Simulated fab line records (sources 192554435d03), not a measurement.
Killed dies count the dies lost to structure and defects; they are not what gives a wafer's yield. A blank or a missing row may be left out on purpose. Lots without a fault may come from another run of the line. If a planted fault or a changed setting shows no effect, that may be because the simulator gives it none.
Which tool was responsible?    flow n5 finfet    9 lots with 27 wafers sampled at 4 steps, on a route of 1938 steps

== WHAT THE GAUGES SHOWED, per wafer ==
N5_BEOL_M2_INSPECT_59: inspects for defects (darkfield).
lot   measured      on                 raw defect count
L816  day 7 17:49   defect inspect-02  64 26 55
L818  day 8 00:14   defect inspect-01  78 58 101
L820  day 9 09:16   defect inspect-02  113 107 98
L823  day 9 15:25   defect inspect-01  60 60 99
L825  day 10 02:34  defect inspect-01  56 51 1261
L827  day 10 17:29  defect inspect-01  79 1314 45
L830  day 11 10:58  defect inspect-02  74 78 100
L833  day 12 05:18  defect inspect-02  71 72 84
L834  day 12 09:44  defect inspect-01  67 115 103

== EACH LOT AND THE TOOL THAT RAN IT (in order: tool; ch and the chambers of the sampled wafers; start) ==
lot   N5_BEOL_M2_ANNEAL_89          N5_BEOL_M2_CMP_52              N5_BEOL_M2_PRE_CLEAN_60
L816  pvd sputter-02, day 7 15:56   cmp-01 ch 0,3, day 7 17:14     cvd co-01 ch 1,2, day 7 17:34
L818  pvd sputter-03, day 7 22:16   cmp-03 ch 0,1,2, day 7 23:40   cvd co-02 ch 1,2, day 7 23:59
L820  pvd sputter-01, day 9 07:22   cmp-03 ch 0,3, day 9 08:40     cvd co-01 ch 0,1,2, day 9 09:00
L823  pvd sputter-02, day 9 13:07   cmp-01 ch 1,3, day 9 14:45     cvd co-01 ch 0,2, day 9 15:03
L825  pvd sputter-02, day 10 00:37  cmp-03 ch 0,2,3, day 10 01:59  cvd co-02 ch 0,1,2, day 10 02:17
L827  pvd sputter-01, day 10 15:20  cmp-03 ch 1,2, day 10 16:54    cvd co-01 ch 0,1,2, day 10 17:14
L830  pvd sputter-03, day 11 09:04  cmp-02 ch 0,2, day 11 10:25    cvd co-01 ch 1,2, day 11 10:43
L833  pvd sputter-03, day 12 03:22  cmp-01 ch 0,1,3, day 12 04:42  cvd co-02 ch 0,2, day 12 05:02
L834  pvd sputter-03, day 12 07:51  cmp-02 ch 0,3, day 12 09:08    cvd co-02 ch 0,1,2, day 12 09:28
- N5_BEOL_M2_ANNEAL_89: time 240 s.
- N5_BEOL_M2_CMP_52: polishes, stops on SiOC, t overpolish 6.8 s, target thk 40 nm.
- N5_BEOL_M2_PRE_CLEAN_60: time 15 s.

== THE ANSWER, worked out from the rows above alone ==
Rule: what is usual is taken from the lots themselves. Put in order of their means at a reading, lots are off if they are a third of the lots or fewer, leave a main group of 4 or more, and stand apart from it by a gap of 3 or more times the standard deviation of the main group's means; of several such gaps the widest counts. If all means in a main group match to the digits the tables above print for the reading, that group is not used. A lot without any number at a reading at which 4 lots or more have one is off too. Where the step has rows for the other lots, those lots are counted as sound.
Off: L825, L827, at N5_BEOL_M2_INSPECT_59 (raw defect count). For the main group the mean is 80 and the standard deviation 17.
A tool fits if, at a process step before that reading, it ran every lot that is off, and no sound lot after the first of them. Those tools and the gauges at N5_BEOL_M2_INSPECT_59 are tried in the same way. One fits: cmp-03 at N5_BEOL_M2_CMP_52. A fault onset in the window from L820 (day 9 08:40, its last sound lot) to L825 (day 10 01:59, its first lot off) fits.

== WHAT WAS PUT IN BY THE SIMULATOR ==
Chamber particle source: cmp-03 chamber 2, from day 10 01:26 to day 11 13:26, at N5_BEOL_M2_CMP_52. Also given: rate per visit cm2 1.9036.
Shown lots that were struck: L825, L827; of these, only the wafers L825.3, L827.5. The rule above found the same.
